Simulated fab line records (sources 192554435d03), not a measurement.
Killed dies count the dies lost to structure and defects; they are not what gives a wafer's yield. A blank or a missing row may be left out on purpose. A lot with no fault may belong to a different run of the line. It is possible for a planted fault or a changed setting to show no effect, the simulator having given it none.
fab line records	flow n5-finfet
[record] lots = 12	wafers = 32	last-day = 17
route steps=1938 shown SD_EPI_N@294 SD_EPI_P@311 PASSIVATION@1936
lots that met no fault: taken from a fault-free run of the same line
start-h: start of the lot's first displayed wafer, in hours after the record's first day	wait-h: hours since the lot's step before	" repeats the value in the row above	L1.1+2: several wafers, shown together as one row	- no value present, or no start provided	* or withheld: withheld	< > ~ a bound
route shown NAME@n: a module of which the file shows steps, and the number in the route of the first	usual: average and standard deviation across the fault-free wafers	same: alike in all rows	chamber/n: place in a boat	sites: the reading at each site	_std_site: their standard deviation	_edge_site: outer sites' mean less inner sites'	radius-mm: for every site, how far away it sits from the centre of the wafer	mask NAME#n: copy n	behind: the tool/chamber that last shaped the wafer	hold: why the lot was held/for how many hours/how that ended	device: which transistor (n, p or np) failed to switch	end of line: tests run on the same wafers once the route is complete	a step given without rows: its recipe and nothing more	killed: not the wafer's yield, but the dies lost to structure and defects at the first sort	map: the dies of a wafer, with x for killed, . for not killed, _ for no die there
set.NAME: the setting as run; set.NAME@STEP: as run at that earlier step	model.NAME: the simulator's own value behind a step, which no gauge read
one table for each step of the route and one row for each wafer, over a sample of lots
services: the hour from which a tool's chamber was out of use, counted from the record's first day as start-h (under 0 if before that day), plus the number of hours and why
[[steps]]
[step N5_SD_EPI_N_INSPECT_26]
[recipe] inspect-instrument = darkfield	mode = post-epi
[usual] raw-defect-count = 195/41
lot.wafer	tool	chamber	start-h	wait-h	raw-defect-count
L917.4	defect-inspect-01	-	60.09	0.1	164
L917.5	"	-	"	"	225
L917.6	"	-	"	"	182
L919.3	defect-inspect-02	-	71.77	0.1	181
L919.6	"	-	"	"	166
L921.1	defect-inspect-02	-	84.30	0.1	113
L921.2	"	-	"	"	204
L928.2	defect-inspect-01	-	124.61	0.1	151
L928.3	"	-	"	"	145
L928.6	"	-	"	"	231
L929.3	defect-inspect-02	-	131.92	0.1	159
L929.5	"	-	"	"	155
L929.6	"	-	"	"	178
L930.1	defect-inspect-02	-	136.41	0.2	191
L930.5	"	-	"	"	220
L932.1	defect-inspect-01	-	151.15	0.1	239
L932.3	"	-	"	"	199
L932.5	"	-	"	"	282
L933.2	defect-inspect-02	-	154.00	0.1	205
L933.6	"	-	"	"	228
L935.2	defect-inspect-02	-	166.10	0.1	159
L935.3	"	-	"	"	177
L935.4	"	-	"	"	189
L937.2	defect-inspect-02	-	180.41	0.1	340
L937.5	"	-	"	"	215
L937.6	"	-	"	"	148
L938.4	defect-inspect-02	-	185.39	0.1	179
L938.5	"	-	"	"	189
L938.6	"	-	"	"	174
L939.2	defect-inspect-02	-	195.42	0.1	125
L939.4	"	-	"	"	166
L939.6	"	-	"	"	151
[step N5_SD_EPI_P_ETCH_47]
[recipe] chemistry = CH3F/O2	target = SiOCN	target-depth-a = 250	mask-material = SOC	ion-energy-ev = 60	bias-w = 29	pressure-mtorr = 30	source-w = 410	Ar_flow_sccm = 150	CH3F_flow_sccm = 30	O2_flow_sccm = 20
[usual] O2_flow_sccm = 20.00/0.064	drypump-motor-current-A = 5.6/0.52	oes-product-au = 0.78/0.089	rf-vpp-V = 125.2/2.7	showerhead-plenum-p-Torr = 1.98/0.088	throttle-valve-pct = 16.41/0.22
lot.wafer	tool	chamber	start-h	wait-h	O2_flow_sccm	drypump-motor-current-A	oes-product-au	rf-hours-counter-h	rf-vpp-V	showerhead-plenum-p-Torr	throttle-valve-pct
L917.4	rie-diel-02	3	61.09	0.1	20.06	6.0	0.68	221	131.4	2.09	16.56
L917.5	"	3	"	"	20.11	6.0	0.69	-	129.6	2.09	16.53
L917.6	"	0	"	"	20.08	5.7	0.78	-	126.2	1.86	16.55
L919.3	rie-diel-03	3	72.77	0.1	20.01	6.5	0.71	200	122.1	1.89	16.30
L919.6	"	3	"	"	19.98	6.5	0.72	-	120.5	1.89	16.29
L921.1	rie-diel-03	0	85.31	0.1	19.94	5.9	0.71	185	126.4	2.08	16.30
L921.2	"	2	"	"	19.93	5.3	0.91	14	127.7	1.96	16.31
L928.2	rie-diel-02	1	125.73	0.1	19.98	5.4	0.71	213	122.3	1.98	16.79
L928.3	"	0	"	"	20.06	5.7	0.76	124	126.9	1.86	16.58
L928.6	"	2	"	"	20.02	5.7	0.87	-	123.7	1.94	16.24
L929.3	rie-diel-03	1	132.80	0.1	20.03	5.0	0.93	13	122.9	2.13	15.99
L929.5	"	1	"	"	19.98	5.0	0.92	-	124.2	2.13	15.98
L929.6	"	2	"	"	20.06	5.3	0.88	-	126.3	1.96	16.36
L930.1	rie-diel-03	3	137.41	0.1	19.95	6.5	0.69	221	121.0	1.88	16.34
L930.5	"	3	"	"	20.02	6.4	0.69	-	123.2	1.88	16.32
L932.1	rie-diel-03	3	152.06	0.1	20.01	6.5	0.69	224	119.9	1.88	16.35
L932.3	"	2	"	"	20.00	5.2	0.87	34	126.6	1.95	16.35
L932.5	"	3	"	"	19.93	6.5	0.70	-	122.2	1.88	16.35
L933.2	rie-diel-02	2	154.88	0.1	20.08	5.6	0.85	67	123.4	1.94	16.26
L933.6	"	1	"	"	20.07	5.5	0.70	-	121.9	1.98	16.80
L935.2	rie-diel-06	3	166.98	0.1	20.08	4.8	0.84	89	126.3	2.00	16.27
L935.3	"	1	"	"	19.97	5.4	0.82	95	123.8	2.12	16.24
L935.4	"	1	"	"	20.00	5.4	0.81	-	124.5	2.12	16.24
L937.2	rie-diel-02	1	181.41	0.1	20.02	5.5	0.69	231	120.8	1.98	16.83
L937.5	"	3	"	"	20.04	6.0	0.99	-	130.0	2.08	16.13
L937.6	"	2	"	"	20.06	5.7	0.83	-	124.0	1.94	16.27
L938.4	rie-diel-03	2	186.58	0.1	19.95	5.3	0.84	-	127.3	1.95	16.38
L938.5	"	3	"	"	19.92	6.5	0.68	-	124.4	1.87	16.36
L938.6	"	1	"	"	20.05	5.0	0.87	-	123.8	2.12	16.00
L939.2	rie-diel-03	3	196.77	0.1	19.97	6.5	0.68	239	121.5	1.87	16.36
L939.4	"	1	"	"	20.03	5.0	0.87	-	122.1	2.12	16.01
L939.6	"	2	"	"	19.99	5.2	0.85	-	126.9	1.95	16.39
[step N5_SD_EPI_P_STRIP_40]
[recipe] chemistry = N2/H2	power-w = 1000	temp-c = 250	h2-frac = 0.65	overash-fraction = 0.3	pressure-mtorr = withheld	n2-flow-sccm = 1750	h2-flow-sccm = 3250
[usual] drypump-motor-current-A = 6.1/0.57	heater-power-w = 378/35	oes-product-au = 0.762/0.011
lot.wafer	tool	chamber	start-h	wait-h	drypump-motor-current-A	heater-power-w	oes-product-au	rf-hours-counter-h
L917.4	plasma-asher-02	1	61.42	0.0	5.9	327	0.770	-
L917.5	"	1	"	"	5.9	320	0.774	-
L917.6	"	0	"	"	6.8	407	0.758	-
L919.3	plasma-asher-02	1	73.11	0.0	5.9	330	0.775	-
L919.6	"	1	"	"	5.9	333	0.755	-
L921.1	plasma-asher-01	1	85.62	0.0	6.3	384	0.771	38
L921.2	"	0	"	"	5.2	403	0.767	38
L928.2	plasma-asher-02	0	126.05	0.0	6.7	412	0.762	96
L928.3	"	1	"	"	5.9	332	0.757	-
L928.6	"	1	"	"	5.9	333	0.764	-
L929.3	plasma-asher-02	0	133.13	0.0	6.8	397	0.759	-
L929.5	"	0	"	"	6.7	416	0.756	-
L929.6	"	1	"	"	5.9	323	0.760	-
L930.1	plasma-asher-02	1	137.73	0.0	5.9	333	0.745	99
L930.5	"	0	"	"	6.7	397	0.759	-
L932.1	plasma-asher-02	0	152.38	0.0	6.8	411	0.754	101
L932.3	"	0	"	"	6.8	413	0.761	-
L932.5	"	0	"	"	6.7	409	0.760	-
L933.2	plasma-asher-01	1	155.19	0.0	6.3	379	0.760	53
L933.6	"	0	"	"	5.2	405	0.752	-
L935.2	plasma-asher-01	0	167.29	0.0	5.1	419	0.776	55
L935.3	"	1	"	"	6.4	378	0.771	-
L935.4	"	0	"	"	5.1	411	0.749	-
L937.2	plasma-asher-02	0	181.74	0.0	6.7	403	0.772	107
L937.5	"	0	"	"	6.8	414	0.755	-
L937.6	"	1	"	"	5.9	337	0.764	-
L938.4	plasma-asher-02	0	186.88	0.0	6.8	403	0.759	-
L938.5	"	1	"	"	5.9	327	0.766	-
L938.6	"	0	"	"	6.7	401	0.759	-
L939.2	plasma-asher-02	0	197.09	0.0	6.7	403	0.773	109
L939.4	"	0	"	"	6.8	403	0.759	-
L939.6	"	1	"	"	5.9	334	0.764	-
[step N5_SD_EPI_P_EPI_21]
[recipe] material = SiGe:B	dopant = B	temp-c = 550	pressure-torr = 20	ambient = H2	time-s = 355
[usual] susceptor-temp-C = 550.02/0.27	susceptor_temp_C_max = 551.1/0.58
lot.wafer	tool	chamber	start-h	wait-h	susceptor-temp-C	susceptor_temp_C_max
L917.4	epi-rpcvd-02	0	63.00	1.1	550.32	551.3
L917.5	"	0	"	"	550.30	551.3
L917.6	"	0	"	"	550.01	550.8
L919.3	epi-rpcvd-02	0	74.32	0.8	549.71	550.7
L919.6	"	0	75.40	1.8	549.89	550.8
L921.1	epi-rpcvd-04	0	86.14	0.1	549.97	551.6
L921.2	"	0	"	"	550.23	552.1
L928.2	epi-rpcvd-04	0	126.92	0.5	565.71	567.8
L928.3	"	0	"	"	565.42	567.2
L928.6	"	0	128.36	1.8	565.24	567.2
L929.3	epi-rpcvd-04	0	134.35	0.8	565.17	567.3
L929.5	"	0	"	"	565.93	568.5
L929.6	"	0	"	"	565.33	567.6
L930.1	epi-rpcvd-03	0	138.37	0.2	550.34	551.0
L930.5	"	0	140.29	2.0	549.84	550.7
L932.1	epi-rpcvd-02	0	153.01	0.2	549.64	550.5
L932.3	"	0	"	"	549.79	550.8
L932.5	"	0	"	"	549.94	551.0
L933.2	epi-rpcvd-03	0	156.07	0.5	550.08	550.8
L933.6	"	0	157.51	1.8	549.80	550.6
L935.2	epi-rpcvd-03	0	168.17	0.5	549.97	550.8
L935.3	"	0	"	"	549.77	550.5
L935.4	"	0	"	"	549.84	550.6
L937.2	epi-rpcvd-03	0	182.65	0.5	549.91	550.6
L937.5	"	0	183.73	1.5	550.22	551.1
L937.6	"	0	"	"	549.71	550.7
L938.4	epi-rpcvd-02	0	189.59	2.0	549.80	550.8
L938.5	"	0	"	"	549.73	550.6
L938.6	"	0	"	"	550.26	551.4
L939.2	epi-rpcvd-03	0	198.00	0.5	549.75	550.9
L939.4	"	0	"	"	549.97	550.7
L939.6	"	0	"	"	549.55	550.3
[step N5_SD_EPI_P_EPI_MEAS_23]
[recipe] mode = xrd
[usual] thk-nm = 61.1/1.2
lot.wafer	tool	chamber	start-h	wait-h	thk-nm
L917.4	film-metro-02	-	64.12	0.8	59.6
L917.5	"	-	"	"	62.2
L917.6	"	-	"	"	61.0
L919.3	film-metro-02	-	75.82	1.1	63.7
L919.6	"	-	"	"	60.9
L921.1	film-metro-01	-	89.06	2.4	60.8
L921.2	"	-	"	"	61.4
L928.2	film-metro-02	-	128.76	1.5	89.7
L928.3	"	-	"	"	89.2
L928.6	"	-	"	"	89.5
L929.3	film-metro-02	-	135.83	1.1	86.7
L929.5	"	-	"	"	85.7
L929.6	"	-	"	"	83.3
L930.1	film-metro-02	-	141.28	2.4	59.4
L930.5	"	-	"	"	60.3
L932.1	film-metro-01	-	155.93	2.4	60.6
L932.3	"	-	"	"	61.3
L932.5	"	-	"	"	59.7
L933.2	film-metro-01	-	157.92	1.5	61.9
L933.6	"	-	"	"	60.4
L935.2	film-metro-01	-	170.01	1.5	61.8
L935.3	"	-	"	"	59.6
L935.4	"	-	"	"	62.4
L937.2	film-metro-01	-	184.49	1.5	59.3
L937.5	"	-	"	"	60.1
L937.6	"	-	"	"	61.1
L938.4	film-metro-02	-	191.55	1.3	59.1
L938.5	"	-	"	"	59.7
L938.6	"	-	"	"	60.8
L939.2	film-metro-01	-	199.84	1.5	61.3
L939.4	"	-	"	"	60.1
L939.6	"	-	"	"	63.1
[step N5_PASSIVATION_PROBE_49]
[usual] killed_at_M0_to_M3 = 32/9.3	killed_at_M4_up = 14/4.9	killed-at-contacts = 15/7.5	killed-at-front-end = 40/11	killed-at-other = 4/3.3	killed-dies = 104/17	killed-open = 68/14	killed-short = 33/7.9
[same] gross-dies = 1180	killed-at-back-side = 0
lot.wafer	tool	chamber	start-h	wait-h	killed_at_M0_to_M3	killed_at_M4_up	killed-at-contacts	killed-at-front-end	killed-at-other	killed-dies	killed-open	killed-short
L929.3	prober-02	-	346.16	0.1	22	28	14	63	17	144	98	30
L929.5	prober-02	-	346.26	0.2	36	18	20	40	4	118	81	36
L929.6	prober-02	-	346.31	0.3	54	9	26	36	10	135	92	36
L932.1	prober-02	-	363.25	0.0	29	15	19	53	4	120	64	43
L932.3	prober-02	-	363.35	0.1	19	22	8	36	4	89	60	27
L932.5	prober-02	-	363.45	0.2	28	12	34	61	5	140	90	42
L935.2	prober-02	-	374.98	0.1	25	6	17	47	3	98	77	21
L935.3	prober-02	-	375.03	0.1	23	13	1	43	2	82	58	21
L935.4	prober-02	-	375.08	0.2	24	9	6	54	2	95	70	21
L937.2	prober-02	-	384.68	0.1	32	7	13	48	2	102	62	30
L937.5	prober-02	-	384.83	0.2	18	21	11	64	2	116	82	33
L937.6	prober-02	-	384.88	0.3	20	9	12	43	4	88	65	21
L938.4	prober-01	-	393.68	0.2	22	16	14	33	1	86	49	29
L938.5	prober-01	-	393.73	0.2	24	18	9	25	1	77	57	19
L938.6	prober-01	-	393.78	0.3	25	13	20	28	0	86	55	23
L939.2	prober-02	-	414.57	0.1	32	11	21	42	1	107	70	36
L939.4	prober-02	-	414.67	0.2	29	19	14	45	1	108	76	28
L939.6	prober-02	-	414.77	0.3	25	24	10	40	6	105	72	33
// killed by level:class
L929.3 STI_FIN_REVEAL:geometric-particle:open=35 BEOL_M4:geometric-particle:open=18 PASSIVATION:area-etch=15 MOL_CONTACT_COAG:geometric-particle:open=12 BEOL_M2:geometric-particle:open=7 GATE_CUT:geometric-particle:short=6 GATE_CUT:geometric-particle:open=5 BEOL_M1:geometric-particle:open=5
L929.5 STI_FIN_REVEAL:geometric-particle:open=12 MOL_CONTACT_COAG:geometric-particle:open=11 BEOL_M2:geometric-particle:open=11 BEOL_M4:geometric-particle:open=9 MOL_CONTACT_COAG:geometric-particle:short=8 BEOL_M1:geometric-particle:open=8 GATE_CUT:geometric-particle:short=6 BEOL_M0_SAQP:geometric-particle:open=6
L929.6 MOL_CONTACT_COAG:geometric-particle:open=22 BEOL_M0_SAQP:geometric-particle:short=14 STI_FIN_REVEAL:geometric-particle:open=10 BEOL_M2:geometric-particle:open=9 BEOL_M3:geometric-particle:open=8 GATE_CUT:geometric-particle:open=7 BEOL_M0_SAQP:geometric-particle:open=7 BEOL_M1:geometric-particle:open=7
L932.1 MOL_CONTACT_COAG:geometric-particle:open=16 BEOL_M0_SAQP:geometric-particle:short=12 STI_FIN_REVEAL:geometric-particle:open=11 FIN_SAQP:geometric-particle:short=10 HKMG_FIN:area-etch=9 BEOL_M0_SAQP:geometric-particle:open=7 FIN_SAQP:geometric-particle:open=4 GATE_CUT:geometric-particle:open=4
L932.3 BEOL_M4:geometric-particle:open=13 FIN_SAQP:geometric-particle:open=9 BEOL_M0_SAQP:geometric-particle:open=8 MOL_CONTACT_COAG:geometric-particle:open=7 STI_FIN_REVEAL:geometric-particle:open=6 FIN_SAQP:geometric-particle:short=3 BEOL_M4:geometric-particle:short=3 MIM_TOP_ETCH:geometric-particle:short=3
L932.5 MOL_CONTACT_COAG:geometric-particle:open=27 FIN_SAQP:geometric-particle:short=11 FIN_SAQP:geometric-particle:open=11 BEOL_M3:geometric-particle:open=9 STI_FIN_REVEAL:geometric-particle:open=8 BEOL_M4:geometric-particle:open=8 MOL_CONTACT_COAG:geometric-particle:short=7 BEOL_M0_SAQP:geometric-particle:open=6
L935.2 FIN_SAQP:geometric-particle:open=13 STI_FIN_REVEAL:geometric-particle:open=12 MOL_CONTACT_COAG:geometric-particle:open=10 MOL_CONTACT_COAG:geometric-particle:short=7 DUMMY_GATE:geometric-particle:open=7 BEOL_M2:geometric-particle:open=6 BEOL_M1:geometric-particle:open=5 BEOL_M3:geometric-particle:open=4
L935.3 FIN_SAQP:geometric-particle:open=10 DUMMY_GATE:geometric-particle:open=6 BEOL_M1:geometric-particle:open=5 STI_FIN_REVEAL:geometric-particle:open=4 DUMMY_GATE:geometric-particle:short=4 GATE_CUT:geometric-particle:short=4 BEOL_M0_SAQP:geometric-particle:open=4 BEOL_M4:geometric-particle:open=4
L935.4 FIN_SAQP:geometric-particle:open=12 DUMMY_GATE:geometric-particle:open=10 STI_FIN_REVEAL:geometric-particle:open=8 BEOL_M3:geometric-particle:open=8 MOL_CONTACT_COAG:geometric-particle:open=6 FIN_SAQP:geometric-particle:short=4 GATE_CUT:geometric-particle:open=4 BEOL_M1:geometric-particle:open=4
L937.2 FIN_SAQP:geometric-particle:open=16 MOL_CONTACT_COAG:geometric-particle:open=11 BEOL_M1:geometric-particle:open=7 HKMG_FIN:area-etch=7 BEOL_M0_SAQP:geometric-particle:short=6 BEOL_M3:geometric-particle:open=5 FIN_SAQP:geometric-particle:short=4 STI_FIN_REVEAL:geometric-particle:open=4
L937.5 FIN_SAQP:geometric-particle:open=11 STI_FIN_REVEAL:geometric-particle:open=11 MOL_CONTACT_COAG:geometric-particle:open=10 BEOL_M4:geometric-particle:open=9 DUMMY_GATE:geometric-particle:open=6 STI_FIN_REVEAL:geometric-particle:short=6 BEOL_M3:geometric-particle:open=6 FIN_SAQP:geometric-particle:short=5
L937.6 STI_FIN_REVEAL:geometric-particle:open=15 FIN_SAQP:geometric-particle:open=10 MOL_CONTACT_COAG:geometric-particle:open=10 BEOL_M3:geometric-particle:open=7 BEOL_M4:geometric-particle:open=5 ILD0:geometric-particle:short=4 ILD0:geometric-particle:open=3 BEOL_M1:geometric-particle:open=3
L938.4 MOL_CONTACT_COAG:geometric-particle:open=10 BEOL_M4:geometric-particle:open=9 HKMG_FIN:area-etch=8 ILD0:geometric-particle:short=6 BEOL_M1:geometric-particle:open=6 BEOL_M2:geometric-particle:open=5 DUMMY_GATE:geometric-particle:open=4 MOL_CONTACT_COAG:geometric-particle:short=4
L938.5 BEOL_M1:geometric-particle:open=10 MOL_CONTACT_COAG:geometric-particle:open=7 BEOL_M4:geometric-particle:open=6 BEOL_M0_SAQP:geometric-particle:open=6 STI_FIN_REVEAL:geometric-particle:open=5 FIN_SAQP:geometric-particle:short=4 DUMMY_GATE:geometric-particle:open=4 GATE_CUT:geometric-particle:short=4
L938.6 MOL_CONTACT_COAG:geometric-particle:open=16 BEOL_M1:geometric-particle:open=11 HKMG_FIN:area-etch=8 BEOL_M4:geometric-particle:open=6 BEOL_M3:geometric-particle:open=5 FIN_SAQP:geometric-particle:open=4 MOL_CONTACT_COAG:geometric-particle:short=4 BEOL_M0_SAQP:geometric-particle:short=4
L939.2 MOL_CONTACT_COAG:geometric-particle:open=15 FIN_SAQP:geometric-particle:open=12 BEOL_M0_SAQP:geometric-particle:short=11 BEOL_M0_SAQP:geometric-particle:open=8 BEOL_M3:geometric-particle:open=7 STI_FIN_REVEAL:geometric-particle:open=6 MOL_CONTACT_COAG:geometric-particle:short=6 FIN_SAQP:geometric-particle:short=5
L939.4 STI_FIN_REVEAL:geometric-particle:open=16 MOL_CONTACT_COAG:geometric-particle:open=13 BEOL_M1:geometric-particle:open=10 BEOL_M2:geometric-particle:open=6 BEOL_M4:geometric-particle:open=6 GATE_CUT:geometric-particle:short=5 STARTING-WAFER:geometric-particle:short=5 FIN_SAQP:geometric-particle:open=4
L939.6 STI_FIN_REVEAL:geometric-particle:open=16 BEOL_M2:geometric-particle:open=8 BEOL_M4:geometric-particle:open=7 MOL_CONTACT_COAG:geometric-particle:open=6 BEOL_M0_SAQP:geometric-particle:open=5 BEOL_M5:geometric-particle:short=5 STARTING-WAFER:geometric-particle:open=5 DUMMY_GATE:geometric-particle:open=4
[[services]]
tool	chamber	start-h	hours	kind
rie-diel-03	-	48.55	2.8	pm
rie-diel-03	-	51.49	0.5	repair
rie-diel-03	1	68.41	-	clean
rie-diel-03	1	68.41	-	consumable-replace:focus-ring
rie-diel-03	1	68.41	-	consumable-replace:showerhead
rie-diel-03	1	68.41	23.2	scheduled-down
rie-diel-03	1	68.41	23.2	vent-cycle
rie-diel-06	1	70.09	4.3	repair
rie-diel-06	-	98.98	0.4	repair
rie-diel-03	0	115.96	8.9	repair
plasma-asher-02	-	149.07	2.7	pm
rie-diel-02	3	159.07	-	clean
rie-diel-02	3	159.07	-	consumable-replace:focus-ring
rie-diel-02	3	159.07	16.3	scheduled-down
rie-diel-02	3	159.07	16.3	vent-cycle
rie-diel-06	0	163.38	9.6	repair
epi-rpcvd-04	-	182.24	8.1	pm
[[key]]
[first-sign] step = N5_SD_EPI_P_EPI_21	reading = susceptor-temp-C	direction = up	sigmas = 56	usual = *	struck = *
[effect] step = N5_SD_EPI_P_EPI_21	reading = susceptor_temp_C_max	direction = up	sigmas = 28	usual = *	struck = *
[effect] step = N5_SD_EPI_P_EPI_MEAS_23	reading = thk-nm	direction = up	sigmas = 22	usual = *	struck = *
met-at N5_SD_EPI_P_EPI_21
struck-lots L928,L929
tester-left-out L928,L929
[baseline-loss] step = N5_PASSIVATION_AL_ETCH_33	wafers = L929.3
not-acting-at N5_SD_EPI_N_INSPECT_26,N5_SD_EPI_P_ETCH_47,N5_SD_EPI_P_STRIP_40
onset-between 86.14 126.92
[fault] kind = process-parameter-drift	tool = epi-rpcvd-04	chamber = -	onset-h = 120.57	steps = N5_SD_EPI_P_EPI_21	channel = temp-c	offset = *	shape = step	end-h = 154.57	acts-in = *	stated = *
// tester-left-out: of these lots the tester's yield and bins aren't shown, on N5 and GAA mostly nor the transistor test; their killed dies are dies lost to structure and defects alone, not to doping, threshold or leakage, so they don't give the yield
// baseline-loss: these wafers lose ten dies or more at that step, a loss of the line's own and not of a fault; the sort's usual values leave them out
